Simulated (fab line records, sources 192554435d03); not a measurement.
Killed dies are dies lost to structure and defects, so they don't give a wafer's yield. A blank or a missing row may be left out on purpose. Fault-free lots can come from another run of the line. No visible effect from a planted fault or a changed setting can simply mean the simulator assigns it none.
Split-lot experiment :: flow n5 finfet :: 21 wafers read from 7 lots, route of 1938 steps

== ON THE SPLIT ==
At N5_BEOL_M10_TRENCH_ETCH_37 (etches SiCOH lowk in C4F6/O2, target depth 148.83 nm, time 48 s), the setting time s was moved away from the recipe's 48 s on 5 of the 21 wafers read, by -19.5% to +20.1%. All remaining wafers had this setting at the recipe value.

== FROM THE SPLIT TO THE READING: what the file shows between them, 12 steps ==
- N5_BEOL_M10_ETCH_41: etches SiCN in CH3F/O2, target depth 42.6 nm, time 86 s
- N5_BEOL_M10_STRIP_77: strips in N2/H2, time 10 s
- N5_BEOL_M10_OCD_MEAS_38
- N5_BEOL_M10_ALD_74: deposits TaN, target thk 2 nm, pulse time 2 s, purge time 3 s (also split here: ald cycles)
- N5_BEOL_M10_SURFACE_TREAT_76
- N5_BEOL_M10_CVD_75: deposits Co from CCTBA/H2, target thk 2 nm, time 138.9 s
- N5_BEOL_M10_ECD_50: material Cu, target thk 318 nm
- N5_BEOL_M10_ANNEAL_51: time 90 s
- N5_BEOL_M10_CMP_52: polishes, stops on SiCOH lowk, t overpolish 7 s, target thk 140 nm
- N5_BEOL_M10_THK_MEAS_53: measures by xrf
- N5_BEOL_M10_PRE_CLEAN_55: time 15 s
- N5_BEOL_M10_DEP_56: deposits SiCN from 3MS/NH3, target thk 15 nm, time 26.5 s

== THE READING ==
M10_RS (ohm/sq), read at N5_BEOL_M10_RS_MEAS_57 with a four-point probe. On this fab line, fault-free wafers typically give 0.152 ohm/sq with a standard deviation of 0.0038 ohm/sq.

wafer: L079.3
tool, chamber at the split: rie diel-04, 1
time s as run, s: 48
against the recipe: recipe
M10_RS, ohm/sq: 0.151
against lot-mates on the recipe: -

wafer: L079.5
tool, chamber at the split: rie diel-04, 2
time s as run, s: 48
against the recipe: recipe
M10_RS, ohm/sq: 0.150
against lot-mates on the recipe: -

wafer: L079.6
tool, chamber at the split: rie diel-04, 0
time s as run, s: 51.2
against the recipe: +6.7%
M10_RS, ohm/sq: 0.140
against lot-mates on the recipe: -0.010

wafer: L086.2
tool, chamber at the split: rie diel-05, 0
time s as run, s: 48
against the recipe: recipe
M10_RS, ohm/sq: 0.151
against lot-mates on the recipe: -

wafer: L086.3
tool, chamber at the split: rie diel-05, 2
time s as run, s: 48
against the recipe: recipe
M10_RS, ohm/sq: 0.160
against lot-mates on the recipe: -

wafer: L086.6
tool, chamber at the split: rie diel-05, 2
time s as run, s: 57.67
against the recipe: +20.1%
M10_RS, ohm/sq: 0.128
against lot-mates on the recipe: -0.027

wafer: L088.2
tool, chamber at the split: rie diel-03, 1
time s as run, s: 48
against the recipe: recipe
M10_RS, ohm/sq: 0.150
against lot-mates on the recipe: -

wafer: L088.4
tool, chamber at the split: rie diel-03, 0
time s as run, s: 48
against the recipe: recipe
M10_RS, ohm/sq: 0.151
against lot-mates on the recipe: -

wafer: L088.6
tool, chamber at the split: rie diel-03, 1
time s as run, s: 48
against the recipe: recipe
M10_RS, ohm/sq: 0.148
against lot-mates on the recipe: -

wafer: L091.1
tool, chamber at the split: rie diel-04, 1
time s as run, s: 38.63
against the recipe: -19.5%
M10_RS, ohm/sq: 0.198
against lot-mates on the recipe: +0.052

wafer: L091.4
tool, chamber at the split: rie diel-04, 0
time s as run, s: 38.63
against the recipe: -19.5%
M10_RS, ohm/sq: 0.190
against lot-mates on the recipe: +0.044

wafer: L091.6
tool, chamber at the split: rie diel-04, 2
time s as run, s: 48
against the recipe: recipe
M10_RS, ohm/sq: 0.146
against lot-mates on the recipe: -

wafer: L092.1
tool, chamber at the split: rie diel-04, 2
time s as run, s: 48
against the recipe: recipe
M10_RS, ohm/sq: 0.149
against lot-mates on the recipe: -

wafer: L092.3
tool, chamber at the split: rie diel-04, 0
time s as run, s: 44.53
against the recipe: -7.2%
M10_RS, ohm/sq: 0.165
against lot-mates on the recipe: +0.015

wafer: L092.6
tool, chamber at the split: rie diel-04, 0
time s as run, s: 48
against the recipe: recipe
M10_RS, ohm/sq: 0.151
against lot-mates on the recipe: -

wafer: L095.2
tool, chamber at the split: rie diel-04, 2
time s as run, s: 48
against the recipe: recipe
M10_RS, ohm/sq: 0.151
against lot-mates on the recipe: -

wafer: L095.4
tool, chamber at the split: rie diel-04, 3
time s as run, s: 48
against the recipe: recipe
M10_RS, ohm/sq: 0.151
against lot-mates on the recipe: -

wafer: L095.5
tool, chamber at the split: rie diel-04, 0
time s as run, s: 48
against the recipe: recipe
M10_RS, ohm/sq: 0.151
against lot-mates on the recipe: -

wafer: L097.3
tool, chamber at the split: rie diel-05, 1
time s as run, s: 48
against the recipe: recipe
M10_RS, ohm/sq: 0.161
against lot-mates on the recipe: -

wafer: L097.4
tool, chamber at the split: rie diel-05, 0
time s as run, s: 48
against the recipe: recipe
M10_RS, ohm/sq: 0.154
against lot-mates on the recipe: -

wafer: L097.5
tool, chamber at the split: rie diel-05, 1
time s as run, s: 48
against the recipe: recipe
M10_RS, ohm/sq: 0.163
against lot-mates on the recipe: -

THE FIT
A straight line over all 21 wafers: M10_RS changes by -0.00179 ohm/sq for each +1% of time s; r = -0.94; the points scatter about the line by 0.0055 ohm/sq.
The same after taking each lot's own level away (the mean of its wafers on the recipe; 21 wafers): -0.00204 ohm/sq for each +1%; r = -0.96; scatter 0.0046 ohm/sq.
According to that fit, moving time s by its largest amount changes the reading by 0.041 ohm/sq.
The span of the lots' own levels, 0.1460 to 0.1593 ohm/sq, comes to 3.5 times the standard deviation stated above.
So the lot-to-lot level changes the slope: the two fits differ.
Check: -0.0475 ohm/sq against its lot-mates is what the line predicts for one of the wafers moved furthest among these (+20.1%) when that wafer is left out of the fit. Against them it came out at -0.0275 ohm/sq.

== THESE WAFERS: OTHER SPLITS ==
Before the reading, these wafers also passed through other splits. Each is held against what the fit with the lots' levels taken away leaves over:
other split on the same wafers: N5_BEOL_M10_ALD_74 ald cycles
wafers away from the commonest value: 8
r with M10_RS (lot level and that fit taken away): +0.05

== THE WHOLE CHAIN: every reading that the file lists as answering this split, in the file's order ==
step: N5_BEOL_M10_TRENCH_ETCH_37
what it does: etches SiCOH lowk in C4F6/O2, target depth 148.83 nm, time 48 s
reading: etch.depth nm (the simulator's own value, which no gauge read)
change (the file's fit): +1.48 nm for each +1% of the setting
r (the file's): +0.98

step: N5_BEOL_M10_TRENCH_ETCH_37
what it does: etches SiCOH lowk in C4F6/O2, target depth 148.83 nm, time 48 s
reading: BEOL_M10.feature depth nm (the simulator's own value, which no gauge read)
change (the file's fit): +1.48 nm for each +1% of the setting
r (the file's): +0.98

step: N5_BEOL_M10_OCD_MEAS_38
what it does: 
reading: trench depth nm
change (the file's fit): +1.49 nm for each +1% of the setting
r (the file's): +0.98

step: N5_BEOL_M10_CMP_52
what it does: polishes, stops on SiCOH lowk, t overpolish 7 s, target thk 140 nm
reading: Cu_of_BEOL_M10_ECD_50.thk nm (the simulator's own value, which no gauge read)
change (the file's fit): +1.49 nm for each +1% of the setting
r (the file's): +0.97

step: N5_BEOL_M10_THK_MEAS_53
what it does: measures by xrf
reading: M10_THK
change (the file's fit): +1.48 for each +1% of the setting
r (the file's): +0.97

step: N5_BEOL_M10_RS_MEAS_57
what it does: measures by four-point-probe
reading: M10_RS
change (the file's fit): -0.00188 for each +1% of the setting
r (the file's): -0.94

== FILE'S OWN FIT ==
M10_RS changes by -0.00188 ohm/sq for each +1% of time s, r = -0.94.
